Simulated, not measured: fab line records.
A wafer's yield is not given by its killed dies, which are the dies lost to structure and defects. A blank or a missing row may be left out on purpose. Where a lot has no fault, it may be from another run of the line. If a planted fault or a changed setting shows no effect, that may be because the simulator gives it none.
fab line records	flow n5-finfet
[record] lots = 5	wafers = 14	last-day = 20
route steps=1938 shown FIN_CUT@162 BEOL_M4@1111 PASSIVATION@1936
lots with no fault: from the same line, run without faults
start-h: hours from the record's first day to the start of the lot's first wafer shown	wait-h: hours elapsed since this lot's preceding step	" the same as in the row above	L1.1+2: several wafers, shown together as one row	- value missing, or start not given	* or withheld: withheld	< > ~ a bound
route shown NAME@n: NAME is a module with steps in the file, n the number in the route of the first one	usual: mean/standard deviation taken from wafers without a fault	same: alike in all rows	chamber/n: place in a boat	sites: per-site readings	_std_site: the values' standard deviation	_edge_site: outer sites' mean less inner sites'	radius-mm: for every site, how far away it sits from the centre of the wafer	mask NAME#n: copy n	behind: tool/chamber where the wafer was last shaped	hold: why the lot was held/for how many hours/how that ended	device: transistor that didn't switch, given as n, p or np	end of line: the tests these same wafers got at the end of their route	for a step that has no rows: nothing shown but its recipe	killed: at the first sort, the dies lost to defects and structure; wafer yield is something else	map: a wafer's dies, marking killed ones x, the rest . and places with no die _
set.NAME: the setting the step ran with; set.NAME@STEP: the setting that earlier step ran with	model.NAME: the simulator's own value behind a step, which no gauge read
lots seen at some steps along the route; tables by step, rows by wafer
services: the hour from which a tool's chamber was out of use, counted from the record's first day as start-h (under 0 if before that day), plus the number of hours and why
[[steps]]
[step N5_FIN_CUT_DEVELOP_07]
[recipe] develop-time-s = 30	developer = TMAH	resist = CAR-EUV	rinse-liquid = surfactant-rinse	dry = air-spin	dev-temp-c = 23
[step N5_FIN_CUT_CD_MEAS_08]
[recipe] target-cd-nm = 29.1	landing-energy-ev = 500	detector = se-inlens	polarity = opening
[usual] cd-nm = 28.99/0.26
lot.wafer	tool	chamber	start-h	wait-h	cd-nm
L864.2	cd-sem-03	0	38.92	-	29.11
L864.3	"	0	"	"	29.17
L864.5	"	0	"	"	29.03
L866.1	cd-sem-02	0	52.53	-	29.14
L866.3	"	0	"	"	29.02
L866.5	"	0	"	"	28.70
L877.4	cd-sem-01	0	116.26	-	29.26
L877.5	"	0	"	"	29.08
L884.1	cd-sem-03	0	159.99	-	28.19
L884.5	"	0	"	"	28.71
L884.6	"	0	"	"	28.66
L885.3	cd-sem-01	0	165.72	-	28.40
L885.5	"	0	"	"	29.09
L885.6	"	0	"	"	28.77
[step N5_FIN_CUT_OVL_MEAS_09]
[recipe] points-per-wafer = 522
[usual] FIN_CUT_OVL = -0.3/0.66
lot.wafer	tool	chamber	start-h	wait-h	FIN_CUT_OVL[nm]
L864.2	overlay-01	0	38.96	0.0	-0.4
L864.3	"	0	"	"	-0.2
L864.5	"	0	"	"	-0.3
L866.1	overlay-01	0	52.56	0.0	0.5
L866.3	"	0	"	"	-0.1
L866.5	"	0	"	"	0.0
L877.4	overlay-01	0	116.30	0.0	-2.0
L877.5	"	0	"	"	-0.8
L884.1	overlay-01	0	160.02	0.0	-0.5
L884.5	"	0	"	"	-0.4
L884.6	"	0	"	"	0.4
L885.3	overlay-01	0	165.76	0.0	-0.3
L885.5	"	0	"	"	-0.3
L885.6	"	0	"	"	-0.5
[step N5_FIN_CUT_INSPECT_10]
[recipe] mode = adi	inspect-instrument = brightfield
[usual] raw-defect-count = 43/12
lot.wafer	tool	chamber	start-h	wait-h	raw-defect-count
L864.2	defect-inspect-01	-	39.01	0.0	59
L864.3	"	-	"	"	93
L864.5	"	-	"	"	24
L866.1	defect-inspect-02	-	52.62	0.1	75
L866.3	"	-	"	"	27
L866.5	"	-	"	"	55
L877.4	defect-inspect-02	-	116.34	0.0	33
L877.5	"	-	"	"	42
L884.1	defect-inspect-02	-	160.07	0.1	46
L884.5	"	-	"	"	37
L884.6	"	-	"	"	37
L885.3	defect-inspect-02	-	165.81	0.0	29
L885.5	"	-	"	"	38
L885.6	"	-	"	"	73
[step N5_FIN_CUT_DESCUM_13]
[recipe] chemistry = O2	time-s = 7	source-power-w = 50	bias-power-w = 20	pressure-mtorr = 20	rf-frequency-hz = 2.712e+07	temp-c = 40	resist = CAR-EUV	o2-flow-sccm = 225
[usual] drypump-motor-current-A = 5.7/0.36	oes-product-au = 0.81/0.088	rf-vpp-V = 243.5/1.7	showerhead-plenum-p-Torr = 2.12/0.086	temp-c = 39.99/0.11	throttle-valve-pct = 20.4/0.34
lot.wafer	tool	chamber	start-h	wait-h	drypump-motor-current-A	oes-product-au	rf-hours-counter-h	rf-vpp-V	showerhead-plenum-p-Torr	temp-c	throttle-valve-pct
L864.2	rie-diel-03	0	39.04	0.0	6.1	0.86	78	245.5	2.14	40.04	20.2
L864.3	"	1	"	"	5.8	0.74	182	244.5	2.19	40.01	21.1
L864.5	"	1	"	"	5.8	0.74	-	243.2	2.19	40.05	21.1
L866.1	rie-diel-02	1	52.66	0.0	5.4	0.82	97	241.5	2.03	39.96	20.2
L866.3	"	3	"	"	5.9	0.78	136	242.7	2.21	40.33	20.6
L866.5	"	1	"	"	5.4	0.82	-	241.6	2.03	39.93	20.2
L877.4	rie-diel-02	3	116.37	0.0	5.9	0.75	153	244.5	2.20	39.91	20.6
L877.5	"	1	"	"	5.4	0.80	-	242.3	2.03	39.93	20.2
L884.1	rie-diel-03	1	160.11	0.0	5.8	0.72	210	245.3	2.18	40.07	21.1
L884.5	"	3	"	"	5.1	0.93	-	246.7	2.20	40.19	20.0
L884.6	"	2	"	"	6.2	0.88	-	246.0	2.21	40.09	20.2
L885.3	rie-diel-06	1	165.84	0.0	5.5	0.68	217	243.3	2.15	39.95	20.6
L885.5	"	1	"	"	5.5	0.69	-	244.2	2.15	39.93	20.5
L885.6	"	2	"	"	5.2	0.91	-	244.9	2.12	39.91	19.8
[step N5_FIN_CUT_ETCH_30]
[recipe] chemistry = N2/H2	target = underlayer	target-depth-a = 130	mask-material = CAR-EUV	time-s = 10.4	ion-energy-ev = 200	pressure-mtorr = 30	source-w = 840	bias-w = 150	n2-flow-sccm = 200	h2-flow-sccm = 200	ends = cleared
[step N5_FIN_CUT_ETCH_20]
[recipe] chemistry = CF4	target = SiARC	target-depth-a = 260	mask-material = CAR-EUV	time-s = 43.3	ion-energy-ev = 80	pressure-mtorr = 40	source-w = 545	bias-w = 36	Ar_flow_sccm = 100	cf4-flow-sccm = 100	ends = cleared
[usual] drypump-motor-current-A = 5.7/0.36	etch-rf-on-time-s = 42.3/1.5	oes-product-au = 0.70/0.077	rf-vpp-V = 184.4/1.3	showerhead-plenum-p-Torr = 2.16/0.081	throttle-valve-pct = 15.49/0.25
lot.wafer	tool	chamber	start-h	wait-h	drypump-motor-current-A	etch-rf-on-time-s	oes-product-au	rf-hours-counter-h	rf-vpp-V	showerhead-plenum-p-Torr	throttle-valve-pct
L864.2	rie-diel-03	0	39.10	0.0	6.2	38.6	0.76	78	183.8	2.15	15.16
L864.3	"	1	"	"	5.8	42.5	0.63	182	184.3	2.20	15.96
L864.5	"	1	"	"	5.8	42.2	0.63	-	183.4	2.20	15.95
L866.1	rie-diel-02	1	52.71	0.0	5.4	42.2	0.70	97	183.3	2.09	15.43
L866.3	"	3	"	"	5.9	42.9	0.66	136	185.9	2.21	15.42
L866.5	"	1	"	"	5.4	41.8	0.70	-	182.4	2.09	15.42
L877.4	rie-diel-02	3	116.43	0.0	5.9	43.1	0.65	153	185.3	2.20	15.44
L877.5	"	1	"	"	5.4	42.4	0.69	-	183.0	2.09	15.47
L884.1	rie-diel-03	1	160.16	0.0	5.8	41.7	0.62	210	186.3	2.19	16.01
L884.5	"	3	"	"	5.1	42.2	0.81	-	185.7	2.28	15.44
L884.6	"	2	"	"	6.3	41.7	0.76	-	184.1	2.24	15.30
L885.3	rie-diel-06	1	165.89	0.0	5.4	43.7	0.59	217	186.1	2.18	15.62
L885.5	"	1	"	"	5.5	44.1	0.59	-	184.5	2.18	15.61
L885.6	"	2	"	"	5.2	43.2	0.78	-	184.0	2.20	15.20
[step N5_FIN_CUT_ETCH_21]
[recipe] chemistry = N2/H2	target = SOC	target-depth-a = 2190	overetch-a = 438	mask-material = SiARC	temp-c = 40	ion-energy-ev = 100	bias-w = 61	time-s = 523.5	pressure-mtorr = 30	source-w = 850	n2-flow-sccm = 200	h2-flow-sccm = 200
[step N5_FIN_CUT_STRIP_23]
[recipe] chemistry = N2/H2	temp-c = 40	n2-flow-sccm = 200	h2-flow-sccm = 200	rf-frequency-hz = 6e+07
[step N5_FIN_CUT_STRIP_31]
[recipe] chemistry = N2/H2	temp-c = 40	n2-flow-sccm = 200	h2-flow-sccm = 200	rf-frequency-hz = 6e+07
[step N5_FIN_CUT_STRIP_24]
[recipe] chemistry = CF4	resist = SiARC	power-w = 300	bias-power-w = 75	pressure-mtorr = 50	cf4-flow-sccm = 150	rf-frequency-hz = 6e+07
[step N5_FIN_CUT_CUT_ETCH_26]
[recipe] chemistry = CH3F/O2	target = SiNx	target-depth-a = 390	mask-material = SOC	time-s = 55.7	pressure-mtorr = 30	source-w = 395	bias-w = 73	Ar_flow_sccm = 150	CH3F_flow_sccm = 30	O2_flow_sccm = 20	ion-energy-ev = 120
[usual] drypump-motor-current-A = 5.7/0.36	oes-product-au = 0.82/0.089	rf-vpp-V = 296/5.6	showerhead-plenum-p-Torr = 2.02/0.078	throttle-valve-pct = 16.27/0.28
lot.wafer	tool	chamber	start-h	wait-h	drypump-motor-current-A	oes-product-au	rf-hours-counter-h	rf-vpp-V	showerhead-plenum-p-Torr	throttle-valve-pct
L864.2	rie-diel-03	0	39.48	0.0	6.2	0.88	78	305	2.01	15.87
L864.3	"	1	"	"	5.7	0.74	183	295	2.06	16.76
L864.5	"	1	"	"	5.7	0.73	-	295	2.06	16.77
L866.1	rie-diel-02	1	53.09	0.0	5.4	0.83	97	301	1.95	16.15
L866.3	"	3	"	"	5.9	0.77	136	305	2.08	16.22
L866.5	"	1	"	"	5.4	0.82	-	301	1.95	16.16
L877.4	rie-diel-02	3	116.81	0.0	5.9	0.76	153	305	2.07	16.26
L877.5	"	1	"	"	5.4	0.81	-	302	1.94	16.18
L884.1	rie-diel-03	1	160.55	0.0	5.8	0.72	211	295	2.05	16.82
L884.5	"	3	"	"	5.1	0.92	-	293	2.14	16.24
L884.6	"	2	"	"	6.3	0.89	-	298	2.09	16.01
L885.3	rie-diel-06	1	166.28	0.0	5.4	0.69	217	296	2.05	16.43
L885.5	"	1	"	"	5.5	0.69	-	294	2.05	16.43
L885.6	"	2	"	"	5.2	0.90	-	284	2.06	15.99
[step N5_FIN_CUT_CUT_ETCH_27]
[recipe] chemistry = CHF3/O2	target = SiO2	target-depth-a = 40	mask-material = SOC	overetch-a = 20	time-s = 4.9	pressure-mtorr = 30	source-w = 650	bias-w = 170	Ar_flow_sccm = 200	CHF3_flow_sccm = 50	O2_flow_sccm = 5	ion-energy-ev = 200
[usual] drypump-motor-current-A = 5.7/0.35	oes-product-au = 0.64/0.067	rf-vpp-V = 522/10	showerhead-plenum-p-Torr = 2.44/0.087	throttle-valve-pct = 18.73/0.28
lot.wafer	tool	chamber	start-h	wait-h	drypump-motor-current-A	oes-product-au	rf-hours-counter-h	rf-vpp-V	showerhead-plenum-p-Torr	throttle-valve-pct	model.SOC_of_FIN_CUT_COAT_18.thk-nm
L864.2	rie-diel-03	0	39.53	0.0	6.2	0.66	78	535	2.42	18.33	205
L864.3	"	1	"	"	5.8	0.58	183	516	2.47	19.19	207
L864.5	"	1	"	"	5.8	0.58	-	517	2.47	19.20	206.4
L866.1	rie-diel-02	1	53.14	0.0	5.4	0.64	97	528	2.34	18.59	207.4
L866.3	"	3	"	"	5.9	0.61	136	536	2.49	18.66	208.4
L866.5	"	1	"	"	5.4	0.63	-	528	2.34	18.58	207.4
L877.4	rie-diel-02	3	116.86	0.0	5.9	0.60	153	536	2.49	18.69	208.6
L877.5	"	1	"	"	5.4	0.63	-	528	2.34	18.60	205.8
L884.1	rie-diel-03	1	160.59	0.0	5.8	0.56	211	516	2.46	19.23	206.4
L884.5	"	3	"	"	5.2	0.72	-	515	2.57	18.69	207.6
L884.6	"	2	"	"	6.2	0.70	-	524	2.52	18.52	207
L885.3	rie-diel-06	1	166.32	0.0	5.5	0.55	217	521	2.47	18.90	208.6
L885.5	"	1	"	"	5.5	0.55	-	521	2.47	18.90	209
L885.6	"	2	"	"	5.2	0.73	-	500	2.48	18.45	208.8
[step N5_FIN_CUT_PRECLEAN_35]
[recipe] time-s = 13.3	temp-c = 45	pressure-torr = 125	p-hf-torr = 3	p-coreactant-torr = 25	chemistry = vHF
[usual] drypump-motor-current-A = 5.2/0.47	temp-c = 45.02/0.12
lot.wafer	tool	chamber	start-h	wait-h	drypump-motor-current-A	temp-c
L864.2	vapor-etch-01	0	39.59	0.0	4.9	45.02
L864.3	"	1	"	"	4.8	44.84
L864.5	"	1	"	"	4.8	44.97
L866.1	vapor-etch-02	1	53.21	0.0	5.1	45.02
L866.3	"	0	"	"	5.9	45.15
L866.5	"	0	"	"	5.9	45.06
L877.4	vapor-etch-02	1	116.94	0.1	5.1	45.11
L877.5	"	0	"	"	6.0	44.95
L884.1	vapor-etch-02	1	160.66	0.0	5.1	44.99
L884.5	"	1	"	"	5.0	45.10
L884.6	"	0	"	"	6.0	45.09
L885.3	vapor-etch-01	1	166.41	0.1	4.9	44.85
L885.5	"	1	"	"	4.8	44.82
L885.6	"	0	"	"	4.9	45.02
[step N5_FIN_CUT_CUT_ETCH_15]
[recipe] chemistry = HBr/Cl2/O2	target = Si	target-depth-a = 1000	bt-time-s = 10	mask-material = SOC	time-s = 42.4	ion-energy-ev = *	bias-w = *	pressure-mtorr = 10	icp-w = 800	HBr_flow_sccm = 150	Cl2_flow_sccm = 80	O2_flow_sccm = 12
[step N5_FIN_CUT_CUT_ETCH_28]
[recipe] chemistry = HBr/Cl2/O2	target = Si	target-depth-a = 60	mask-material = SOC	time-s = 2.4	ion-energy-ev = *	bias-w = *	pressure-mtorr = 10	icp-w = 800	HBr_flow_sccm = 150	Cl2_flow_sccm = 80	O2_flow_sccm = 12
[usual] drypump-motor-current-A = 5.7/0.48	mfc-cl2-sccm = 80.01/0.22	oes-product-au = 1.005/0.017	throttle-valve-pct = 37.2/0.39
lot.wafer	tool	chamber	start-h	wait-h	drypump-motor-current-A	mfc-cl2-sccm	oes-product-au	rf-hours-counter-h	throttle-valve-pct	model.SOC_of_FIN_CUT_COAT_18.thk-nm
L864.2	rie-si-03	2	39.73	0.0	5.8	80.49	0.975	105	36.5	164.4
L864.3	"	3	"	"	5.2	79.80	1.025	157	37.3	167
L864.5	"	0	"	"	5.0	79.93	0.995	-	36.9	165.2
L866.1	rie-si-03	3	53.34	0.0	5.3	80.34	1.026	157	37.3	167.6
L866.3	"	1	"	"	6.4	80.05	0.991	124	37.6	168.2
L866.5	"	0	"	"	5.0	79.71	0.985	-	36.9	166.8
L877.4	rie-si-03	0	117.06	0.0	5.1	79.92	0.993	54	36.9	167.8
L877.5	"	1	"	"	6.4	79.73	0.997	-	37.6	165.2
L884.1	rie-si-06	2	160.79	0.0	5.0	80.04	1.000	1	37.7	167.6
L884.5	"	3	"	"	6.3	79.85	0.985	-	37.5	169
L884.6	"	2	"	"	5.0	80.13	1.003	-	37.7	168
L885.3	rie-si-05	0	166.52	0.0	6.1	79.95	1.021	107	36.9	167.8
L885.5	"	2	"	"	6.3	80.17	1.010	-	37.2	168.6
L885.6	"	3	"	"	5.7	80.29	1.007	-	37.8	169.2
[step N5_FIN_CUT_STRIP_22]
[recipe] chemistry = N2/H2	power-w = 500	temp-c = 40	pressure-mtorr = 50	rf-frequency-hz = 6e+07	overash-fraction = 0.3	bias-power-w = 8	h2-frac = 0.5	n2-flow-sccm = 300	h2-flow-sccm = 300
[usual] drypump-motor-current-A = 5.7/0.36	n2-flow-sccm = 300.1/0.99	oes-product-au = 0.81/0.091	rf-vpp-V = 54.6/2.2	showerhead-plenum-p-Torr = 3.38/0.13	temp-c = 40.00/0.11	throttle-valve-pct = 18.8/0.51
[same] overash-fraction = 0.3
lot.wafer	tool	chamber	start-h	wait-h	drypump-motor-current-A	n2-flow-sccm	oes-product-au	rf-hours-counter-h	rf-vpp-V	showerhead-plenum-p-Torr	temp-c	throttle-valve-pct
L864.2	rie-diel-02	3	39.80	0.0	5.9	299.8	0.81	132	51.8	3.50	40.13	18.8
L864.3	"	0	"	"	5.8	300.1	0.69	208	55.5	3.36	39.88	19.9
L864.5	"	2	"	"	5.7	300.4	0.80	-	54.0	3.09	40.03	18.5
L866.1	rie-diel-03	2	53.41	0.0	6.3	299.1	0.93	30	51.2	3.59	39.85	18.9
L866.3	"	1	"	"	5.8	299.0	0.73	187	51.9	3.45	40.08	19.5
L866.5	"	0	"	"	6.2	300.5	0.85	-	53.8	3.40	40.04	18.2
L877.4	rie-diel-02	0	117.13	0.0	5.8	299.5	0.69	224	51.3	3.35	39.96	19.9
L877.5	"	2	"	"	5.7	299.3	0.79	-	54.6	3.08	39.97	18.6
L884.1	rie-diel-03	0	160.86	0.0	6.2	300.3	0.82	108	51.9	3.38	40.06	18.2
L884.5	"	2	"	"	6.3	300.0	0.88	-	50.2	3.57	39.91	19.0
L884.6	"	1	"	"	5.8	299.7	0.71	-	58.0	3.44	39.99	19.5
L885.3	rie-diel-02	2	166.59	0.0	5.7	298.8	0.77	131	51.9	3.08	40.18	18.6
L885.5	"	0	"	"	5.8	299.8	0.68	-	52.9	3.35	39.87	19.9
L885.6	"	1	"	"	5.4	299.0	0.78	-	53.7	3.26	39.87	18.8
[step N5_BEOL_M4_RC_MEAS_101]
[usual] DIBL_N = 37.1/2.6	DIBL_P = 38/3	IOFF_N = 0.18/0.052	IOFF_P = 0.25/0.06	ION_N = 678/15	ION_P = 467/8.6	SS_N = 71.7/0.73	SS_P = 73.7/0.89	VT_N = 249/4.3	VT_P = -248/3.8
lot.wafer	tool	chamber	start-h	wait-h	DIBL_N[mV/V]	DIBL_P[mV/V]	IOFF_N[nA/um]	IOFF_P[nA/um]	ION_N[uA/um]	ION_P[uA/um]	SS_N[mV/dec]	SS_P[mV/dec]	VT_N[mV]	VT_P[mV]
L864.2	prober-02	0	245.45	0.2	35.9	34	0.14	0.21	677	468	71.3	71.9	248	-247
L864.3	"	0	"	"	38.3	38	0.20	0.26	692	473	71.8	73.7	243	-246
L864.5	"	0	"	"	39.2	37	0.22	0.27	700	475	72.1	73.9	244	-244
L866.1	prober-02	0	282.31	0.0	39.6	38	0.20	0.29	683	470	71.4	74.2	249	-248
L866.3	"	0	"	"	42.2	40	0.27	0.33	707	479	72.9	74.7	246	-244
L866.5	"	0	"	"	41.9	42	0.26	0.40	686	475	72.3	75.1	245	-241
L877.4	prober-01	0	317.62	0.5	38.4	38	0.18	0.24	671	469	71.9	73.8	250	-248
L877.5	"	0	"	"	36.1	38	0.15	0.25	682	473	71.1	74.1	250	-247
L884.1	prober-02	0	367.66	0.0	35.7	37	0.16	0.21	676	466	71.6	73.2	247	-249
L884.5	"	0	"	"	40.8	43	0.26	0.33	675	463	73.7	74.7	246	-245
L884.6	"	0	"	"	35.8	37	0.18	0.23	694	475	70.6	74.2	249	-246
L885.3	prober-02	0	375.66	0.3	38.1	39	0.22	0.27	683	469	72.4	74.3	245	-249
L885.5	"	0	"	"	37.7	40	0.22	0.29	690	468	72.2	74.0	245	-247
L885.6	"	0	"	"	40.0	42	0.27	0.34	699	472	72.8	74.7	242	-242
[step N5_PASSIVATION_PROBE_49]
[usual] defect-limited-yield = 91.4/1.4	killed_at_M0_to_M3 = 34/9.1	killed_at_M4_up = 14/5.2	killed-at-contacts = 12/6.4	killed-at-front-end = 38/11	killed-at-other = 3.7/2.8	killed-dies = 102/17	killed-open = 68/13	killed-short = 32/7.8	sort_bin_4_leakage = 0.05/0.3	sort_bin_5_function = 5.1/1	sort_bin_6_memory = 3.2/0.66	sort-n-pass = 1076/19	sort-yield-pct = 91.2/1.6
[same] gross-dies = 1180	killed-at-back-side = 0	sort_bin_8_speed[%] = 0
lot.wafer	tool	chamber	start-h	wait-h	defect-limited-yield[%]	killed_at_M0_to_M3	killed_at_M4_up	killed-at-contacts	killed-at-front-end	killed-at-other	killed-dies	killed-open	killed-short	sort_bin_4_leakage[%]	sort_bin_5_function[%]	sort_bin_6_memory[%]	sort-n-pass	sort-yield-pct[%]
L864.2	prober-01	-	350.26	0.1	93.1	27	15	7	30	2	81	49	30	0	4.3	2.3	1099	93.1
L864.3	prober-01	-	350.31	0.1	93.4	31	17	5	22	3	78	51	25	0	4.0	2.5	1102	93.4
L864.5	prober-01	-	350.41	0.2	93.8	33	14	5	18	3	73	56	15	0	3.6	2.5	1107	93.8
L877.5	prober-02	-	422.62	0.2	87.0	43	20	12	71	7	153	112	40	0	8.1	4.6	1027	87.0
L885.3	prober-01	-	477.25	0.1	90.8	40	18	17	30	4	109	81	24	0	6.1	3.1	1071	90.8
L885.5	prober-01	-	477.35	0.2	89.7	34	23	28	31	6	122	81	40	0	6.2	3.6	1058	89.7
L885.6	prober-01	-	477.40	0.3	91.6	33	15	11	33	7	99	68	26	0	5.7	2.3	1081	91.6
// killed by level:class
L864.2 BEOL_M0_SAQP:geometric-particle:short=6 GATE_CUT:geometric-particle:short=5 BEOL_M0_SAQP:geometric-particle:open=5 MOL_CONTACT_COAG:geometric-particle:open=5 STI_FIN_REVEAL:geometric-particle:open=4 GATE_CUT:geometric-particle:open=4 BEOL_M1:geometric-particle:open=4 BEOL_M2:geometric-particle:open=4
L864.3 BEOL_M0_SAQP:geometric-particle:open=9 BEOL_M1:geometric-particle:open=7 STI_FIN_REVEAL:geometric-particle:open=6 BEOL_M4:geometric-particle:open=6 BEOL_M0_SAQP:geometric-particle:short=5 BEOL_M2:geometric-particle:short=4 BEOL_M2:geometric-particle:open=4 STARTING-WAFER:geometric-particle:short=4
L864.5 BEOL_M0_SAQP:geometric-particle:open=11 BEOL_M0_SAQP:geometric-particle:short=7 BEOL_M2:geometric-particle:open=7 STI_FIN_REVEAL:geometric-particle:open=6 MOL_CONTACT_COAG:geometric-particle:open=5 BEOL_M1:geometric-particle:open=5 BEOL_M5:geometric-particle:open=5 GATE_CUT:geometric-particle:open=3
L877.5 STI_FIN_REVEAL:geometric-particle:open=42 FIN_SAQP:geometric-particle:open=11 BEOL_M0_SAQP:geometric-particle:short=11 BEOL_M2:geometric-particle:open=11 BEOL_M0_SAQP:geometric-particle:open=10 BEOL_M4:geometric-particle:open=9 MOL_CONTACT_COAG:geometric-particle:short=7 MOL_CONTACT_COAG:geometric-particle:open=5
L885.3 MOL_CONTACT_COAG:geometric-particle:open=14 STI_FIN_REVEAL:geometric-particle:open=10 BEOL_M1:geometric-particle:open=9 BEOL_M2:geometric-particle:open=9 BEOL_M4:geometric-particle:open=7 FIN_SAQP:geometric-particle:open=6 BEOL_M0_SAQP:geometric-particle:open=5 BEOL_M0_SAQP:geometric-particle:short=5
L885.5 MOL_CONTACT_COAG:geometric-particle:open=22 BEOL_M3:geometric-particle:open=11 BEOL_M0_SAQP:geometric-particle:short=7 BEOL_M0:geometric-particle:open=7 BEOL_M4:geometric-particle:open=7 STI_FIN_REVEAL:geometric-particle:open=6 MOL_CONTACT_COAG:geometric-particle:short=6 FIN_SAQP:geometric-particle:open=5
L885.6 FIN_SAQP:geometric-particle:open=12 MOL_CONTACT_COAG:geometric-particle:open=9 BEOL_M3:geometric-particle:open=9 BEOL_M0_SAQP:geometric-particle:open=8 STI_FIN_REVEAL:geometric-particle:open=7 BEOL_M0_SAQP:geometric-particle:short=5 BEOL_M1:geometric-particle:open=5 BEOL_M4:geometric-particle:open=5
[[services]]
tool	chamber	start-h	hours	kind
rie-si-03	-	29.16	0.2	repair
rie-diel-03	3	33.05	-	clean
rie-diel-03	3	33.05	-	consumable-replace:focus-ring
rie-diel-03	3	33.05	-	consumable-replace:showerhead
rie-diel-03	3	33.05	25.3	scheduled-down
rie-diel-03	3	33.05	25.3	vent-cycle
rie-diel-06	3	34.14	-	clean
rie-diel-06	3	34.14	-	consumable-replace:focus-ring
rie-diel-06	3	34.14	17.4	scheduled-down
rie-diel-06	3	34.14	17.4	vent-cycle
rie-diel-03	1	42.31	1.9	repair
rie-si-05	-	48.63	1.6	repair
rie-diel-06	2	51.91	-	clean
rie-diel-06	2	51.91	-	consumable-replace:focus-ring
rie-si-06	-	53.60	2.8	pm
rie-si-06	1	58.04	22.9	repair
rie-diel-02	0	58.65	9.9	repair
rie-si-03	3	82.67	7.6	repair
rie-diel-06	-	105.21	0.6	repair
rie-si-06	-	107.87	14.6	pm
rie-si-05	-	110.00	2.8	pm
rie-diel-02	1	124.87	2.3	repair
rie-si-06	-	129.99	0.2	repair
rie-si-03	-	145.91	14.6	pm
[[key]]
first-sign none at tools or gauges
[model-effect] step = N5_FIN_CUT_CUT_ETCH_27	value = SOC_of_FIN_CUT_COAT_18.thk-nm	without = 207.8	struck = 205.8
[model-effect] step = N5_FIN_CUT_CUT_ETCH_28	value = SOC_of_FIN_CUT_COAT_18.thk-nm	without = 167.2	struck = 165.2
met-at N5_FIN_CUT_CUT_ETCH_27
struck-wafers L877.5
onset-between 53.14 116.86
[fault] kind = process-parameter-drift	tool = rie-diel-02	chamber = -	onset-h = 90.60	steps = N5_FIN_CUT_CUT_ETCH_27	channel = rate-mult	offset = 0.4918	shape = step	end-h = 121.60	scope = struck-wafers-only
